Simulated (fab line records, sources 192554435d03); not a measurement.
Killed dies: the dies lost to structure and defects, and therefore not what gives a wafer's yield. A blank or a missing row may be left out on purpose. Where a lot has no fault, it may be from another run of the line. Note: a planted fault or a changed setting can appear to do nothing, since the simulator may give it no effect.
Split-lot trial | flow n5_finfet | 7 lots, 21 wafers read, on a route of 1938 steps

ON THE SPLIT
At N5_BEOL_M8_ETCH_65 (etches SiARC in CF4, target depth 15.6 nm, time 26 s), the setting source_w was moved away from the recipe's 545 W on 11 of the 21 wafers read, by -10.4% to +13.5%. For the rest of the wafers, this setting stayed at what the recipe calls for.

The reading is taken at the split's own step.

THE READING
rf_vpp_V, in V, at N5_BEOL_M8_ETCH_65 (etches SiARC in CF4, target depth 15.6 nm, time 26 s). Typical for fault-free wafers on this fab line: 184.1 V, with standard deviation 1.3 V.

wafer  | tool, chamber at the split | source_w as run, W | against the recipe | rf_vpp_V, V | against lot-mates on the recipe
L077.1 | rie_diel-06, 0             | 545                | recipe             | 183.9       | -
L077.2 | rie_diel-06, 1             | 615.5              | +12.9%             | 174.5       | -8.7
L077.6 | rie_diel-06, 1             | 545                | recipe             | 182.5       | -
L081.1 | rie_diel-03, 3             | 498.3              | -8.6%              | 187.7       | +4.2
L081.4 | rie_diel-03, 2             | 545                | recipe             | 183.5       | -
L081.6 | rie_diel-03, 3             | 498.3              | -8.6%              | 188.9       | +5.4
L080.1 | rie_diel-03, 3             | 596.3              | +9.4%              | 176.6       | -8.9
L080.3 | rie_diel-03, 2             | 545                | recipe             | 186.3       | -
L080.4 | rie_diel-03, 1             | 545                | recipe             | 184.7       | -
L086.1 | rie_diel-06, 0             | 618.7              | +13.5%             | 175.6       | no lot-mate on the recipe
L086.3 | rie_diel-06, 3             | 618.7              | +13.5%             | 177.2       | no lot-mate on the recipe
L086.5 | rie_diel-06, 0             | 618.7              | +13.5%             | 175.5       | no lot-mate on the recipe
L090.2 | rie_diel-03, 1             | 545                | recipe             | 184.0       | -
L090.3 | rie_diel-03, 2             | 577                | +5.9%              | 181.5       | -2.5
L090.5 | rie_diel-03, 2             | 577                | +5.9%              | 181.7       | -2.3
L092.2 | rie_diel-06, 2             | 488.5              | -10.4%             | 191.8       | +8.7
L092.4 | rie_diel-06, 1             | 545                | recipe             | 183.1       | -
L092.6 | rie_diel-06, 0             | 488.5              | -10.4%             | 190.7       | +7.6
L096.1 | rie_diel-06, 2             | 545                | recipe             | 184.5       | -
L096.2 | rie_diel-06, 3             | 545                | recipe             | 183.6       | -
L096.6 | rie_diel-06, 3             | 545                | recipe             | 184.6       | -

THE FIT
A straight line over all 21 wafers: rf_vpp_V changes by -0.621 V for each +1% of source_w; r = -0.97; the points scatter about the line by 1.1 V.
The same after taking each lot's own level away (the mean of its wafers on the recipe; 18 wafers): -0.693 V for each +1%; r = -0.97; scatter 1.1 V.
That fit puts the effect of the largest move of source_w on the reading at 9.4 V.
The lots' own levels span 183.10 to 185.50 V, that is 1.8 times the standard deviation above.
Hence the slope depends on the lot-to-lot level, as the two fits are not the same.
Check: for one of the wafers moved furthest among these (+12.9%), held out of the fit, the line's prediction against its lot-mates is -9 V. It came out at -8.7 V against them.
Tool readings at the split's step, against how far the setting was moved: etch_rf_on_time_s r = -0.98; rf_vpp_V r = -0.97.

OTHER SPLITS ON THESE WAFERS
Other splits were also applied to these wafers ahead of the reading. Each is held against what the fit with the lots' levels taken away leaves over:
other split on the same wafers | wafers away from the commonest value | r with rf_vpp_V (lot level and that fit taken away)
N5_BEOL_M8_ILD_DEP_00 time_s   | 6                                    | +0.42

THE WHOLE CHAIN: every reading that the file lists as answering this split, in the file's order
step               | what it does                                         | reading           | change (the file's fit)              | r (the file's)
N5_BEOL_M8_ETCH_65 | etches SiARC in CF4, target depth 15.6 nm, time 26 s | etch_rf_on_time_s | withheld for each +1% of the setting | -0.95
N5_BEOL_M8_ETCH_65 | etches SiARC in CF4, target depth 15.6 nm, time 26 s | rf_vpp_V          | -0.716 V for each +1% of the setting | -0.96

FILE'S OWN FIT
rf_vpp_V changes by -0.716 V for each +1% of source_w, r = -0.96.
